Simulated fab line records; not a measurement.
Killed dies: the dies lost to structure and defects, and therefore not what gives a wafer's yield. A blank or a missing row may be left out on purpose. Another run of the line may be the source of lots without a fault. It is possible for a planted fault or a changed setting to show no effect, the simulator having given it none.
Split-lot trial -- flow n5Finfet -- 21 wafers read from 7 lots, route of 1938 steps

== THE SPLIT ==
At N5_BEOL_M4_COAT_76 (time 60 s, resist thk 5 nm), the setting spinRpm was moved away from the recipe's 1500 rpm on 8 of the 21 wafers read, by -11.2% to +9.5%. All remaining wafers had this setting at the recipe value.

== FROM THE SPLIT TO THE READING: what the file shows between them, 7 steps ==
- N5_BEOL_M4_COAT_22: resist thk 30 nm (also split here: spinRpm)
- N5_BEOL_M4_EBR_24
- N5_BEOL_M4_SOFTBAKE_23: time 60 s
- N5_BEOL_M4_EXPOSE_25: exposes mask V3, defocus 5 nm
- N5_BEOL_M4_PEB_26: peb time 60 s
- N5_BEOL_M4_DEVELOP_27: develop time 30 s
- N5_BEOL_M4_DESCUM_33: chemistry O2, time 7 s

== THE READING ==
etch.depthNm (the simulator's own value, which no gauge read), in nm, at N5_BEOL_M4_ETCH_77 (etches underlayer in N2/H2, target depth 6.5 nm, time 5.2 s). No usual value for it is given in the file. Across the 13 wafers here that went through the recipe, the average is 4.999 nm and the standard deviation 0.016 nm.

wafer,"tool, chamber at the split","spinRpm as run, rpm",against the recipe,"etch.depthNm, nm",against lot-mates on the recipe
L078.1,"lithoTrack-03, 0",1338,-10.8%,5.294,+0.297
L078.3,"lithoTrack-03, 0",1500,recipe,4.998,-
L078.5,"lithoTrack-03, 0",1500,recipe,4.996,-
L080.2,"lithoTrack-05, 0",1500,recipe,4.97,-
L080.3,"lithoTrack-05, 0",1642,+9.5%,4.749,-0.219
L080.4,"lithoTrack-05, 0",1500,recipe,4.966,-
L082.3,"lithoTrack-01, 0",1500,recipe,5.01,-
L082.5,"lithoTrack-01, 0",1500,recipe,5.006,-
L082.6,"lithoTrack-01, 0",1500,recipe,5.023,-
L085.1,"lithoTrack-05, 0",1552,+3.5%,4.915,-0.079
L085.5,"lithoTrack-05, 0",1500,recipe,4.994,-
L085.6,"lithoTrack-05, 0",1552,+3.5%,4.921,-0.073
L089.3,"lithoTrack-05, 0",1332,-11.2%,5.317,+0.319
L089.5,"lithoTrack-05, 0",1500,recipe,4.998,-
L089.6,"lithoTrack-05, 0",1332,-11.2%,5.322,+0.324
L092.2,"lithoTrack-01, 0",1500,recipe,5.016,-
L092.5,"lithoTrack-01, 0",1608,+7.2%,4.815,-0.201
L092.6,"lithoTrack-01, 0",1608,+7.2%,4.821,-0.195
L094.1,"lithoTrack-03, 0",1500,recipe,5.01,-
L094.3,"lithoTrack-03, 0",1500,recipe,5.007,-
L094.4,"lithoTrack-03, 0",1500,recipe,4.999,-

THE FIT
A straight line over all 21 wafers: etch.depthNm changes by -0.0272 nm for each +1% of spinRpm; r = -1.00; the points scatter about the line by 0.015 nm.
The same after taking each lot's own level away (the mean of its wafers on the recipe; 21 wafers): -0.0271 nm for each +1%; r = -1.00; scatter 0.011 nm.
On that fit, the largest move of spinRpm shifts the reading by 0.3 nm.
From 4.9680 to 5.0160 nm: that is the span of the lots' own levels, equal to 3.1 times the standard deviation above.
The two slopes agree, so the slope changes little with the lot-to-lot level.
Check: +0.305 nm against its lot-mates is what the line predicts for one of the wafers moved furthest among these (-11.2%) when that wafer is left out of the fit. Against them it came out at +0.319 nm.

== OTHER SPLITS APPLIED TO THESE WAFERS ==
Note: prior to the reading, these wafers also went through further splits. Each is held against what the fit with the lots' levels taken away leaves over:
other split on the same wafers,wafers away from the commonest value,r with etch.depthNm (lot level and that fit taken away)
N5_BEOL_M4_COAT_73 spinRpm,6,-0.34
N5_BEOL_M4_COAT_22 spinRpm,7,-0.05

== THE WHOLE CHAIN: every reading that the file lists as answering this split, in the file's order ==
step,what it does,reading,change (the file's fit),r (the file's)
N5_BEOL_M4_COAT_76,"time 60 s, resist thk 5 nm","underlayer_of_BEOL_M4_COAT_76.thkNm (the simulator's own value, which no gauge read)",-0.0252 nm for each +1% of the setting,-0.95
N5_BEOL_M4_ETCH_77,"etches underlayer in N2/H2, target depth 6.5 nm, time 5.2 s","etch.depthNm (the simulator's own value, which no gauge read)",-0.0267 nm for each +1% of the setting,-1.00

== FILE'S OWN FIT ==
etch.depthNm changes by -0.0267 nm for each +1% of spinRpm, r = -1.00.
